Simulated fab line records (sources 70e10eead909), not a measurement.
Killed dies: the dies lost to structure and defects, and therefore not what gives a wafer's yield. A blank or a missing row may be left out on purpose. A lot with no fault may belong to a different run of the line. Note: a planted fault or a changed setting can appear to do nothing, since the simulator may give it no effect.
fab line records / flow nand-harc
[record] lots = 6 wafers = 18 last-day = 33
route steps=1302 shown A_ONON_D1@434 A_CHANNEL_HOLE_D1@450 END@1302
lots with no fault: from the same line, run without faults
start-h: the number of hours between the record's first day and the start of the first shown wafer of the lot / wait-h: hours elapsed since this lot's preceding step / " same as the row above / L1.1+2: one row covering several wafers at once / - no value, or no start given / * or withheld: withheld / < > ~ a bound
route shown NAME@n: NAME is a module with steps in the file, n the number in the route of the first one / usual: mean/standard deviation of fault-free wafers / same: alike in all rows / chamber/n: place in a boat / sites: each site's reading / _std_site: the standard deviation of these / _edge_site: the outer-site mean with the inner-site mean subtracted / radius-mm: for every site, how far away it sits from the centre of the wafer / mask NAME#n: copy n / behind: the most recent tool/chamber to have shaped the wafer / hold: why the lot was held/for how many hours/how that ended / device: the n, p or np transistor that did not switch / end of line: the tests these same wafers got at the end of their route / a step given without rows: its recipe and nothing more / killed: the dies lost at the first sort to structure and to defects; this is not the yield of the wafer / map: a wafer's dies, x killed, . not, _ none there
set.NAME: the run value of the setting; set.NAME@STEP: its run value at that earlier step / model.NAME: the simulator's own value behind a step, which no gauge read
a table for each step, a row for each wafer; lots at some steps of the route
services: when a tool's chamber went out of use (start-h, in hours from the record's first day, below 0 if earlier), for how many hours, and the reason
[[steps]]
[step NHARC_A_ONON_D1_ANNEAL_15]
[recipe] temp-c = 750 time-s = 3600
[step NHARC_A_ONON_D1_DEP_16]
[recipe] target-thk-a = 10000 n2-flow-sccm = 2750 n2o-flow-sccm = 2000 nh3-flow-sccm = 500 sih4-flow-sccm = 210 temp-c = 400
[step NHARC_A_ONON_D1_THK_MEAS_18]
[recipe] thk-meas-gauge = ellipsometry
[usual] thk-nm = 1001/12
lot.wafer=L683.1 tool=film-metro-01 chamber=- start-h=184.88 wait-h=- thk-nm=988
lot.wafer=L683.3 tool=film-metro-01 chamber=- start-h=184.88 wait-h=- thk-nm=990
lot.wafer=L683.4 tool=film-metro-01 chamber=- start-h=184.88 wait-h=- thk-nm=989
lot.wafer=L689.4 tool=film-metro-02 chamber=- start-h=251.43 wait-h=- thk-nm=1016
lot.wafer=L689.5 tool=film-metro-02 chamber=- start-h=251.43 wait-h=- thk-nm=1016
lot.wafer=L689.6 tool=film-metro-02 chamber=- start-h=251.43 wait-h=- thk-nm=1017
lot.wafer=L691.3 tool=film-metro-01 chamber=- start-h=276.31 wait-h=- thk-nm=1021
lot.wafer=L691.4 tool=film-metro-01 chamber=- start-h=276.31 wait-h=- thk-nm=1021
lot.wafer=L691.6 tool=film-metro-01 chamber=- start-h=276.31 wait-h=- thk-nm=1024
lot.wafer=L697.1 tool=film-metro-02 chamber=- start-h=334.96 wait-h=- thk-nm=1021
lot.wafer=L697.2 tool=film-metro-02 chamber=- start-h=334.96 wait-h=- thk-nm=1023
lot.wafer=L697.6 tool=film-metro-02 chamber=- start-h=334.96 wait-h=- thk-nm=1021
lot.wafer=L702.1 tool=film-metro-01 chamber=- start-h=384.34 wait-h=- thk-nm=999
lot.wafer=L702.3 tool=film-metro-01 chamber=- start-h=384.34 wait-h=- thk-nm=1001
lot.wafer=L702.5 tool=film-metro-01 chamber=- start-h=384.34 wait-h=- thk-nm=1001
lot.wafer=L704.3 tool=film-metro-02 chamber=- start-h=401.02 wait-h=- thk-nm=1009
lot.wafer=L704.4 tool=film-metro-02 chamber=- start-h=401.02 wait-h=- thk-nm=1009
lot.wafer=L704.5 tool=film-metro-02 chamber=- start-h=401.02 wait-h=- thk-nm=1009
[step NHARC_A_ONON_D1_DEP_19]
[recipe] target-thk-a = 10000 n2-flow-sccm = 2750 n2o-flow-sccm = 2000 nh3-flow-sccm = 500 sih4-flow-sccm = 210 temp-c = 400
[step NHARC_A_ONON_D1_THK_MEAS_21]
[recipe] thk-meas-gauge = ellipsometry
[usual] thk-nm = 1000/12
lot.wafer=L683.1 tool=film-metro-01 chamber=- start-h=185.47 wait-h=- thk-nm=1009
lot.wafer=L683.3 tool=film-metro-01 chamber=- start-h=185.47 wait-h=- thk-nm=1006
lot.wafer=L683.4 tool=film-metro-01 chamber=- start-h=185.47 wait-h=- thk-nm=1007
lot.wafer=L689.4 tool=film-metro-01 chamber=- start-h=252.00 wait-h=- thk-nm=993
lot.wafer=L689.5 tool=film-metro-01 chamber=- start-h=252.00 wait-h=- thk-nm=995
lot.wafer=L689.6 tool=film-metro-01 chamber=- start-h=252.00 wait-h=- thk-nm=994
lot.wafer=L691.3 tool=film-metro-01 chamber=- start-h=276.87 wait-h=- thk-nm=1001
lot.wafer=L691.4 tool=film-metro-01 chamber=- start-h=276.87 wait-h=- thk-nm=1003
lot.wafer=L691.6 tool=film-metro-01 chamber=- start-h=276.87 wait-h=- thk-nm=1001
lot.wafer=L697.1 tool=film-metro-01 chamber=- start-h=335.52 wait-h=- thk-nm=1019
lot.wafer=L697.2 tool=film-metro-01 chamber=- start-h=335.52 wait-h=- thk-nm=1019
lot.wafer=L697.6 tool=film-metro-01 chamber=- start-h=335.52 wait-h=- thk-nm=1018
lot.wafer=L702.1 tool=film-metro-01 chamber=- start-h=384.90 wait-h=- thk-nm=989
lot.wafer=L702.3 tool=film-metro-01 chamber=- start-h=384.90 wait-h=- thk-nm=988
lot.wafer=L702.5 tool=film-metro-01 chamber=- start-h=384.90 wait-h=- thk-nm=987
lot.wafer=L704.3 tool=film-metro-02 chamber=- start-h=401.60 wait-h=- thk-nm=1003
lot.wafer=L704.4 tool=film-metro-02 chamber=- start-h=401.60 wait-h=- thk-nm=1002
lot.wafer=L704.5 tool=film-metro-02 chamber=- start-h=401.60 wait-h=- thk-nm=1003
[step NHARC_A_ONON_D1_DEP_22]
[recipe] target-thk-a = 10000 n2-flow-sccm = 2750 n2o-flow-sccm = 2000 nh3-flow-sccm = 500 sih4-flow-sccm = 210 temp-c = 400
[step NHARC_A_ONON_D1_THK_MEAS_24]
[recipe] thk-meas-gauge = ellipsometry
[usual] thk-nm = 996/7.6
lot.wafer=L683.1 tool=film-metro-01 chamber=- start-h=186.03 wait-h=- thk-nm=995
lot.wafer=L683.3 tool=film-metro-01 chamber=- start-h=186.03 wait-h=- thk-nm=994
lot.wafer=L683.4 tool=film-metro-01 chamber=- start-h=186.03 wait-h=- thk-nm=995
lot.wafer=L689.4 tool=film-metro-01 chamber=- start-h=252.57 wait-h=- thk-nm=982
lot.wafer=L689.5 tool=film-metro-01 chamber=- start-h=252.57 wait-h=- thk-nm=984
lot.wafer=L689.6 tool=film-metro-01 chamber=- start-h=252.57 wait-h=- thk-nm=984
lot.wafer=L691.3 tool=film-metro-02 chamber=- start-h=277.44 wait-h=- thk-nm=989
lot.wafer=L691.4 tool=film-metro-02 chamber=- start-h=277.44 wait-h=- thk-nm=992
lot.wafer=L691.6 tool=film-metro-02 chamber=- start-h=277.44 wait-h=- thk-nm=992
lot.wafer=L697.1 tool=film-metro-02 chamber=- start-h=336.09 wait-h=- thk-nm=985
lot.wafer=L697.2 tool=film-metro-02 chamber=- start-h=336.09 wait-h=- thk-nm=986
lot.wafer=L697.6 tool=film-metro-02 chamber=- start-h=336.09 wait-h=- thk-nm=985
lot.wafer=L702.1 tool=film-metro-01 chamber=- start-h=385.47 wait-h=- thk-nm=1001
lot.wafer=L702.3 tool=film-metro-01 chamber=- start-h=385.47 wait-h=- thk-nm=1002
lot.wafer=L702.5 tool=film-metro-01 chamber=- start-h=385.47 wait-h=- thk-nm=1003
lot.wafer=L704.3 tool=film-metro-02 chamber=- start-h=402.16 wait-h=- thk-nm=1002
lot.wafer=L704.4 tool=film-metro-02 chamber=- start-h=402.16 wait-h=- thk-nm=1001
lot.wafer=L704.5 tool=film-metro-02 chamber=- start-h=402.16 wait-h=- thk-nm=1001
[step NHARC_A_ONON_D1_DEP_25]
[recipe] target-thk-a = 10000 n2-flow-sccm = 2750 n2o-flow-sccm = 2000 nh3-flow-sccm = 500 sih4-flow-sccm = 210 temp-c = 400
[step NHARC_A_ONON_D1_THK_MEAS_27]
[recipe] thk-meas-gauge = ellipsometry
[usual] thk-nm = 999/11
lot.wafer=L683.1 tool=film-metro-01 chamber=- start-h=186.60 wait-h=- thk-nm=1014
lot.wafer=L683.3 tool=film-metro-01 chamber=- start-h=186.60 wait-h=- thk-nm=1016
lot.wafer=L683.4 tool=film-metro-01 chamber=- start-h=186.60 wait-h=- thk-nm=1015
lot.wafer=L689.4 tool=film-metro-01 chamber=- start-h=253.13 wait-h=- thk-nm=990
lot.wafer=L689.5 tool=film-metro-01 chamber=- start-h=253.13 wait-h=- thk-nm=992
lot.wafer=L689.6 tool=film-metro-01 chamber=- start-h=253.13 wait-h=- thk-nm=991
lot.wafer=L691.3 tool=film-metro-01 chamber=- start-h=278.00 wait-h=- thk-nm=996
lot.wafer=L691.4 tool=film-metro-01 chamber=- start-h=278.00 wait-h=- thk-nm=998
lot.wafer=L691.6 tool=film-metro-01 chamber=- start-h=278.00 wait-h=- thk-nm=996
lot.wafer=L697.1 tool=film-metro-02 chamber=- start-h=336.65 wait-h=- thk-nm=1004
lot.wafer=L697.2 tool=film-metro-02 chamber=- start-h=336.65 wait-h=- thk-nm=1004
lot.wafer=L697.6 tool=film-metro-02 chamber=- start-h=336.65 wait-h=- thk-nm=1004
lot.wafer=L702.1 tool=film-metro-01 chamber=- start-h=386.03 wait-h=- thk-nm=1010
lot.wafer=L702.3 tool=film-metro-01 chamber=- start-h=386.03 wait-h=- thk-nm=1013
lot.wafer=L702.5 tool=film-metro-01 chamber=- start-h=386.03 wait-h=- thk-nm=1011
lot.wafer=L704.3 tool=film-metro-02 chamber=- start-h=402.73 wait-h=- thk-nm=998
lot.wafer=L704.4 tool=film-metro-02 chamber=- start-h=402.73 wait-h=- thk-nm=997
lot.wafer=L704.5 tool=film-metro-02 chamber=- start-h=402.73 wait-h=- thk-nm=995
[step NHARC_A_ONON_D1_DEP_28]
[recipe] target-thk-a = 10000 n2-flow-sccm = 2750 n2o-flow-sccm = 2000 nh3-flow-sccm = 500 sih4-flow-sccm = 210 temp-c = 400
[step NHARC_A_ONON_D1_THK_MEAS_30]
[recipe] thk-meas-gauge = ellipsometry
[usual] thk-nm = 1002/12
lot.wafer=L683.1 tool=film-metro-01 chamber=- start-h=187.17 wait-h=- thk-nm=1001
lot.wafer=L683.3 tool=film-metro-01 chamber=- start-h=187.17 wait-h=- thk-nm=1004
lot.wafer=L683.4 tool=film-metro-01 chamber=- start-h=187.17 wait-h=- thk-nm=1003
lot.wafer=L689.4 tool=film-metro-02 chamber=- start-h=253.70 wait-h=- thk-nm=1011
lot.wafer=L689.5 tool=film-metro-02 chamber=- start-h=253.70 wait-h=- thk-nm=1012
lot.wafer=L689.6 tool=film-metro-02 chamber=- start-h=253.70 wait-h=- thk-nm=1011
lot.wafer=L691.3 tool=film-metro-01 chamber=- start-h=278.57 wait-h=- thk-nm=998
lot.wafer=L691.4 tool=film-metro-01 chamber=- start-h=278.57 wait-h=- thk-nm=996
lot.wafer=L691.6 tool=film-metro-01 chamber=- start-h=278.57 wait-h=- thk-nm=997
lot.wafer=L697.1 tool=film-metro-02 chamber=- start-h=337.22 wait-h=- thk-nm=1014
lot.wafer=L697.2 tool=film-metro-02 chamber=- start-h=337.22 wait-h=- thk-nm=1015
lot.wafer=L697.6 tool=film-metro-02 chamber=- start-h=337.22 wait-h=- thk-nm=1014
lot.wafer=L702.1 tool=film-metro-02 chamber=- start-h=388.00 wait-h=- thk-nm=991
lot.wafer=L702.3 tool=film-metro-02 chamber=- start-h=388.00 wait-h=- thk-nm=992
lot.wafer=L702.5 tool=film-metro-02 chamber=- start-h=388.00 wait-h=- thk-nm=992
lot.wafer=L704.3 tool=film-metro-02 chamber=- start-h=403.29 wait-h=- thk-nm=1006
lot.wafer=L704.4 tool=film-metro-02 chamber=- start-h=403.29 wait-h=- thk-nm=1007
lot.wafer=L704.5 tool=film-metro-02 chamber=- start-h=403.29 wait-h=- thk-nm=1007
[step NHARC_A_ONON_D1_DEP_33]
[recipe] target-thk-a = 2000 temp-c = 400 pressure-torr = 6.5 rf-w = 900 teos-flow-sccm = 161.4 flow-sccm = 2650 target-thk-nm = 200 gas = O2 material = SiO2
[usual] chamber-pressure-Torr = 6.500/0.014 flow-sccm = 2651/8.4 heater-power-w = 555/100 rf-fwd-power-W = 898.1/2.7 throttle-valve-pct = 16.0/0.8
lot.wafer=L683.3 tool=pecvd-02 chamber=1 start-h=187.24 wait-h=0.1 chamber-pressure-Torr=6.497 flow-sccm=2640 heater-power-w=622 rf-fwd-power-W=902.4 throttle-valve-pct=15.0
lot.wafer=L683.1 tool=pecvd-02 chamber=2 start-h=187.24 wait-h=0.1 chamber-pressure-Torr=6.509 flow-sccm=2654 heater-power-w=557 rf-fwd-power-W=898.3 throttle-valve-pct=16.3
lot.wafer=L683.4 tool=pecvd-02 chamber=2 start-h=187.24 wait-h=0.1 chamber-pressure-Torr=6.495 flow-sccm=2642 heater-power-w=576 rf-fwd-power-W=897.9 throttle-valve-pct=16.0
lot.wafer=L689.4 tool=pecvd-01 chamber=0 start-h=253.89 wait-h=0.2 chamber-pressure-Torr=6.511 flow-sccm=2648 heater-power-w=678 rf-fwd-power-W=898.0 throttle-valve-pct=16.8
lot.wafer=L689.6 tool=pecvd-01 chamber=1 start-h=253.89 wait-h=0.2 chamber-pressure-Torr=6.476 flow-sccm=2643 heater-power-w=559 rf-fwd-power-W=900.4 throttle-valve-pct=16.0
lot.wafer=L689.5 tool=pecvd-01 chamber=2 start-h=253.89 wait-h=0.2 chamber-pressure-Torr=6.498 flow-sccm=2638 heater-power-w=522 rf-fwd-power-W=899.9 throttle-valve-pct=16.3
lot.wafer=L691.3 tool=pecvd-01 chamber=2 start-h=278.71 wait-h=0.1 chamber-pressure-Torr=6.499 flow-sccm=2661 heater-power-w=393 rf-fwd-power-W=903.1 throttle-valve-pct=16.6
lot.wafer=L691.4 tool=pecvd-01 chamber=1 start-h=278.71 wait-h=0.1 chamber-pressure-Torr=6.509 flow-sccm=2650 heater-power-w=528 rf-fwd-power-W=901.0 throttle-valve-pct=15.8
lot.wafer=L691.6 tool=pecvd-01 chamber=2 start-h=278.71 wait-h=0.1 chamber-pressure-Torr=6.501 flow-sccm=2666 heater-power-w=412 rf-fwd-power-W=900.3 throttle-valve-pct=16.1
lot.wafer=L697.2 tool=pecvd-02 chamber=0 start-h=337.33 wait-h=0.1 chamber-pressure-Torr=6.510 flow-sccm=2639 heater-power-w=506 rf-fwd-power-W=899.3 throttle-valve-pct=15.2
lot.wafer=L697.1 tool=pecvd-02 chamber=1 start-h=337.33 wait-h=0.1 chamber-pressure-Torr=6.500 flow-sccm=2652 heater-power-w=568 rf-fwd-power-W=904.6 throttle-valve-pct=15.4
lot.wafer=L697.6 tool=pecvd-02 chamber=0 start-h=337.33 wait-h=0.1 chamber-pressure-Torr=6.491 flow-sccm=2639 heater-power-w=520 rf-fwd-power-W=898.5 throttle-valve-pct=15.1
lot.wafer=L702.1 tool=pecvd-01 chamber=2 start-h=388.06 wait-h=0.1 chamber-pressure-Torr=6.485 flow-sccm=2646 heater-power-w=485 rf-fwd-power-W=894.5 throttle-valve-pct=17.2
lot.wafer=L702.3 tool=pecvd-01 chamber=0 start-h=388.06 wait-h=0.1 chamber-pressure-Torr=6.518 flow-sccm=2654 heater-power-w=784 rf-fwd-power-W=896.3 throttle-valve-pct=17.5
lot.wafer=L702.5 tool=pecvd-01 chamber=1 start-h=388.06 wait-h=0.1 chamber-pressure-Torr=6.539 flow-sccm=2657 heater-power-w=511 rf-fwd-power-W=894.1 throttle-valve-pct=16.2
lot.wafer=L704.3 tool=pecvd-02 chamber=2 start-h=403.39 wait-h=0.1 chamber-pressure-Torr=6.509 flow-sccm=2650 heater-power-w=425 rf-fwd-power-W=895.8 throttle-valve-pct=15.3
lot.wafer=L704.5 tool=pecvd-02 chamber=2 start-h=403.39 wait-h=0.1 chamber-pressure-Torr=6.493 flow-sccm=2655 heater-power-w=450 rf-fwd-power-W=901.7 throttle-valve-pct=15.5
lot.wafer=L704.4 tool=pecvd-02 chamber=0 start-h=403.39 wait-h=0.1 chamber-pressure-Torr=6.496 flow-sccm=2657 heater-power-w=514 rf-fwd-power-W=895.1 throttle-valve-pct=15.1
[step NHARC_A_ONON_D1_THK_MEAS_34]
[recipe] thk-meas-gauge = ellipsometry
[usual] thk-nm = 200.2/2.4
lot.wafer=L683.1 tool=film-metro-02 chamber=- start-h=187.65 wait-h=- thk-nm=199.6
lot.wafer=L683.3 tool=film-metro-02 chamber=- start-h=187.65 wait-h=- thk-nm=198.2
lot.wafer=L683.4 tool=film-metro-02 chamber=- start-h=187.65 wait-h=- thk-nm=200.0
lot.wafer=L689.4 tool=film-metro-01 chamber=- start-h=254.17 wait-h=- thk-nm=206.8
lot.wafer=L689.5 tool=film-metro-01 chamber=- start-h=254.17 wait-h=- thk-nm=202.9
lot.wafer=L689.6 tool=film-metro-01 chamber=- start-h=254.17 wait-h=- thk-nm=201.8
lot.wafer=L691.3 tool=film-metro-01 chamber=- start-h=279.03 wait-h=- thk-nm=197.1
lot.wafer=L691.4 tool=film-metro-01 chamber=- start-h=279.03 wait-h=- thk-nm=202.4
lot.wafer=L691.6 tool=film-metro-01 chamber=- start-h=279.03 wait-h=- thk-nm=202.8
lot.wafer=L697.1 tool=film-metro-01 chamber=- start-h=337.69 wait-h=- thk-nm=200.5
lot.wafer=L697.2 tool=film-metro-01 chamber=- start-h=337.69 wait-h=- thk-nm=198.6
lot.wafer=L697.6 tool=film-metro-01 chamber=- start-h=337.69 wait-h=- thk-nm=199.8
lot.wafer=L702.1 tool=film-metro-02 chamber=- start-h=388.47 wait-h=- thk-nm=195.5
lot.wafer=L702.3 tool=film-metro-02 chamber=- start-h=388.47 wait-h=- thk-nm=201.3
lot.wafer=L702.5 tool=film-metro-02 chamber=- start-h=388.47 wait-h=- thk-nm=202.4
lot.wafer=L704.3 tool=film-metro-02 chamber=- start-h=403.76 wait-h=- thk-nm=197.1
lot.wafer=L704.4 tool=film-metro-02 chamber=- start-h=403.76 wait-h=- thk-nm=201.7
lot.wafer=L704.5 tool=film-metro-02 chamber=- start-h=403.76 wait-h=- thk-nm=201.7
[step NHARC_A_ONON_D1_INSPECT_32]
[usual] raw-defect-count = 70/25
lot.wafer=L683.1 tool=defect-inspect-01 chamber=- start-h=187.74 wait-h=0.0 raw-defect-count=33
lot.wafer=L683.3 tool=defect-inspect-01 chamber=- start-h=187.74 wait-h=0.0 raw-defect-count=31
lot.wafer=L683.4 tool=defect-inspect-01 chamber=- start-h=187.74 wait-h=0.0 raw-defect-count=57
lot.wafer=L689.4 tool=defect-inspect-01 chamber=- start-h=254.26 wait-h=0.0 raw-defect-count=763
lot.wafer=L689.5 tool=defect-inspect-01 chamber=- start-h=254.26 wait-h=0.0 raw-defect-count=725
lot.wafer=L689.6 tool=defect-inspect-01 chamber=- start-h=254.26 wait-h=0.0 raw-defect-count=716
lot.wafer=L691.3 tool=defect-inspect-02 chamber=- start-h=279.10 wait-h=0.0 raw-defect-count=737
lot.wafer=L691.4 tool=defect-inspect-02 chamber=- start-h=279.10 wait-h=0.0 raw-defect-count=720
lot.wafer=L691.6 tool=defect-inspect-02 chamber=- start-h=279.10 wait-h=0.0 raw-defect-count=793
lot.wafer=L697.1 tool=defect-inspect-02 chamber=- start-h=337.75 wait-h=0.0 raw-defect-count=54
lot.wafer=L697.2 tool=defect-inspect-02 chamber=- start-h=337.75 wait-h=0.0 raw-defect-count=41
lot.wafer=L697.6 tool=defect-inspect-02 chamber=- start-h=337.75 wait-h=0.0 raw-defect-count=70
lot.wafer=L702.1 tool=defect-inspect-01 chamber=- start-h=388.53 wait-h=0.0 raw-defect-count=72
lot.wafer=L702.3 tool=defect-inspect-01 chamber=- start-h=388.53 wait-h=0.0 raw-defect-count=65
lot.wafer=L702.5 tool=defect-inspect-01 chamber=- start-h=388.53 wait-h=0.0 raw-defect-count=58
lot.wafer=L704.3 tool=defect-inspect-01 chamber=- start-h=403.82 wait-h=0.0 raw-defect-count=57
lot.wafer=L704.4 tool=defect-inspect-01 chamber=- start-h=403.82 wait-h=0.0 raw-defect-count=62
lot.wafer=L704.5 tool=defect-inspect-01 chamber=- start-h=403.82 wait-h=0.0 raw-defect-count=81
[step NHARC_A_CHANNEL_HOLE_D1_DEP_00]
[recipe] target-thk-a = 31000 temp-c = 400 material = aC
[usual] throttle-valve-pct = 35.000/0.009
lot.wafer=L683.1 tool=acl-dep-03 chamber=0 start-h=187.81 wait-h=0.1 throttle-valve-pct=35.017
lot.wafer=L683.3 tool=acl-dep-03 chamber=0 start-h=187.81 wait-h=0.1 throttle-valve-pct=34.993
lot.wafer=L683.4 tool=acl-dep-03 chamber=0 start-h=187.81 wait-h=0.1 throttle-valve-pct=35.004
lot.wafer=L689.4 tool=acl-dep-03 chamber=0 start-h=258.34 wait-h=4.1 throttle-valve-pct=35.013
lot.wafer=L689.5 tool=acl-dep-03 chamber=0 start-h=258.34 wait-h=4.1 throttle-valve-pct=35.004
lot.wafer=L689.6 tool=acl-dep-03 chamber=0 start-h=258.34 wait-h=4.1 throttle-valve-pct=35.001
lot.wafer=L691.3 tool=acl-dep-03 chamber=0 start-h=279.79 wait-h=0.7 throttle-valve-pct=34.990
lot.wafer=L691.4 tool=acl-dep-03 chamber=0 start-h=279.79 wait-h=0.7 throttle-valve-pct=34.981
lot.wafer=L691.6 tool=acl-dep-03 chamber=0 start-h=279.79 wait-h=0.7 throttle-valve-pct=34.994
lot.wafer=L697.1 tool=acl-dep-03 chamber=0 start-h=341.69 wait-h=3.9 throttle-valve-pct=34.995
lot.wafer=L697.2 tool=acl-dep-03 chamber=0 start-h=341.69 wait-h=3.9 throttle-valve-pct=35.001
lot.wafer=L697.6 tool=acl-dep-03 chamber=0 start-h=343.27 wait-h=5.5 throttle-valve-pct=34.998
lot.wafer=L702.1 tool=acl-dep-01 chamber=0 start-h=388.60 wait-h=0.1 throttle-valve-pct=34.994
lot.wafer=L702.3 tool=acl-dep-01 chamber=0 start-h=388.60 wait-h=0.1 throttle-valve-pct=35.012
lot.wafer=L702.5 tool=acl-dep-01 chamber=0 start-h=388.60 wait-h=0.1 throttle-valve-pct=35.014
lot.wafer=L704.3 tool=acl-dep-01 chamber=0 start-h=406.46 wait-h=2.6 throttle-valve-pct=35.004
lot.wafer=L704.4 tool=acl-dep-01 chamber=0 start-h=406.46 wait-h=2.6 throttle-valve-pct=34.996
lot.wafer=L704.5 tool=acl-dep-01 chamber=0 start-h=406.46 wait-h=2.6 throttle-valve-pct=35.000
[step NHARC_END_SORT_01]
[recipe] temp-c = 25
[usual] killed-at-array = 57/20 killed-at-other = 1.0/1.5 killed-at-periphery = 3.5/2.5 killed-dies = 62/21 killed-open = 3.5/1.9 killed-short = 2.4/1.6
[same] gross-dies = 677
lot.wafer=L689.4 tool=prober-01 chamber=0 start-h=647.98 wait-h=3.4 killed-at-array=169 killed-at-other=2 killed-at-periphery=3 killed-dies=174 killed-open=7 killed-short=4
lot.wafer=L689.5 tool=prober-01 chamber=0 start-h=648.79 wait-h=3.7 killed-at-array=113 killed-at-other=0 killed-at-periphery=3 killed-dies=116 killed-open=4 killed-short=1
lot.wafer=L689.6 tool=prober-01 chamber=0 start-h=649.59 wait-h=4.0 killed-at-array=100 killed-at-other=1 killed-at-periphery=7 killed-dies=108 killed-open=4 killed-short=1
lot.wafer=L691.3 tool=prober-01 chamber=0 start-h=668.69 wait-h=3.1 killed-at-array=84 killed-at-other=2 killed-at-periphery=2 killed-dies=88 killed-open=4 killed-short=4
lot.wafer=L691.4 tool=prober-01 chamber=0 start-h=669.49 wait-h=3.4 killed-at-array=91 killed-at-other=0 killed-at-periphery=2 killed-dies=93 killed-open=1 killed-short=5
lot.wafer=L691.6 tool=prober-01 chamber=0 start-h=671.10 wait-h=4.0 killed-at-array=76 killed-at-other=0 killed-at-periphery=1 killed-dies=77 killed-open=4 killed-short=1
// killed by level:class
L689.4 A_ONON_D1:unspecified=89 A_CHANNEL_HOLE_D2:chamber-film-flake=34 A_SLIT:chamber-film-flake=27 A_CHANNEL_HOLE_D1:chamber-film-flake=3 A_WL_FILL:geometric-particle:short=2 A_DECK1_JOINT:chamber-film-flake=2 A_WL_FILL:chamber-film-flake=2 THIN_TSV:chamber-film-flake=2
L689.5 A_ONON_D1:unspecified=42 A_CHANNEL_HOLE_D2:chamber-film-flake=32 A_SLIT:chamber-film-flake=25 A_CHANNEL_HOLE_D1:chamber-film-flake=5 P_ZERO_WELL:chamber-film-flake=2 A_CHANNEL_FILL_D1:chamber-film-flake=2 A_DECK1_JOINT:chamber-film-flake=2 P_M1:geometric-particle:open=1
L689.6 A_ONON_D1:unspecified=47 A_SLIT:chamber-film-flake=31 A_CHANNEL_HOLE_D1:chamber-film-flake=7 P_GATE:chamber-film-flake=4 A_CHANNEL_HOLE_D2:chamber-film-flake=4 A_WL_FILL:chamber-film-flake=3 A_CONTACT:chamber-film-flake=3 P_GATE:geometric-particle:short=1
L691.3 A_ONON_D1:unspecified=41 A_SLIT:chamber-film-flake=23 A_CHANNEL_HOLE_D1:chamber-film-flake=4 A_CHANNEL_FILL_D1:geometric-particle:open=2 A_WL_FILL:geometric-particle:short=2 A_CHANNEL_HOLE_D2:chamber-film-flake=2 A_STAIRCASE:chamber-film-flake=2 THIN_TSV:chamber-film-flake=2
L691.4 A_ONON_D1:unspecified=45 A_SLIT:chamber-film-flake=32 A_CHANNEL_HOLE_D1:chamber-film-flake=3 A_STAIRCASE:chamber-film-flake=3 P_M0:geometric-particle:short=1 A_ONON_D1:geometric-particle:short=1 A_ONON_D2:geometric-particle:short=1 A_CHANNEL_FILL_D2:geometric-particle:short=1
L691.6 A_ONON_D1:unspecified=44 A_SLIT:chamber-film-flake=23 P_M0:geometric-particle:open=1 A_DECK1_JOINT:geometric-particle:open=1 A_CHANNEL_FILL_D2:geometric-particle:open=1 A_WL_FILL:geometric-particle:open=1 A_CONTACT:geometric-particle:short=1 A_CHANNEL_HOLE_D2:chamber-film-flake=1
[[services]]
tool=acl-dep-01 chamber=- start-h=186.28 hours=13.0 kind=pm
tool=pecvd-02 chamber=- start-h=205.66 hours=1.4 kind=repair
tool=pecvd-02 chamber=- start-h=227.10 hours=13.0 kind=pm
tool=pecvd-02 chamber=0 start-h=227.10 hours=13.0 kind=vent-cycle
tool=pecvd-02 chamber=1 start-h=227.10 hours=13.0 kind=vent-cycle
tool=pecvd-02 chamber=2 start-h=227.10 hours=13.0 kind=vent-cycle
tool=pecvd-02 chamber=0 start-h=240.10 hours=- kind=clean
tool=pecvd-02 chamber=1 start-h=240.10 hours=- kind=clean
tool=pecvd-02 chamber=2 start-h=240.10 hours=- kind=clean
tool=pecvd-01 chamber=- start-h=268.21 hours=2.4 kind=repair
tool=pecvd-02 chamber=- start-h=285.18 hours=0.6 kind=repair
tool=acl-dep-03 chamber=- start-h=303.19 hours=13.0 kind=pm
tool=pecvd-01 chamber=0 start-h=306.66 hours=12.2 kind=repair
tool=pecvd-01 chamber=- start-h=311.19 hours=13.0 kind=pm
tool=pecvd-01 chamber=1 start-h=311.19 hours=13.0 kind=vent-cycle
tool=pecvd-01 chamber=2 start-h=311.19 hours=13.0 kind=vent-cycle
tool=pecvd-01 chamber=0 start-h=324.19 hours=- kind=clean
tool=pecvd-01 chamber=1 start-h=324.19 hours=- kind=clean
tool=pecvd-01 chamber=2 start-h=324.19 hours=- kind=clean
tool=pecvd-01 chamber=2 start-h=327.54 hours=4.1 kind=repair
tool=acl-dep-01 chamber=- start-h=369.59 hours=13.0 kind=pm
[[key]]
[first-sign] step = NHARC_A_ONON_D1_INSPECT_32 reading = raw-defect-count direction = up sigmas = 27 usual = 70 struck = 742
[effect] step = NHARC_END_SORT_01 reading = killed-at-array direction = up sigmas = 2.4 usual = 57 struck = 106 wafers-moved = 2
[more-kills-born-at] NHARC_A_ONON_D1_DEP_33@pecvd-01 = 308
met-at NHARC_A_ONON_D1_DEP_33
struck-wafers L689.4,L689.5,L689.6,L691.3,L691.4,L691.6
tester-left-out L689,L691
[fault] kind = chamber-particle-source tool = pecvd-01 chamber = - onset-h = 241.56 steps = NHARC_A_ONON_D1_DEP_33 rate-per-visit-cm2 = 0.99378 end-h = 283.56
// tester-left-out: of these lots the tester's yield and bins aren't shown, on N5 and GAA mostly nor the transistor test; their killed dies are dies lost to structure and defects alone, not to doping, threshold or leakage, so they don't give the yield
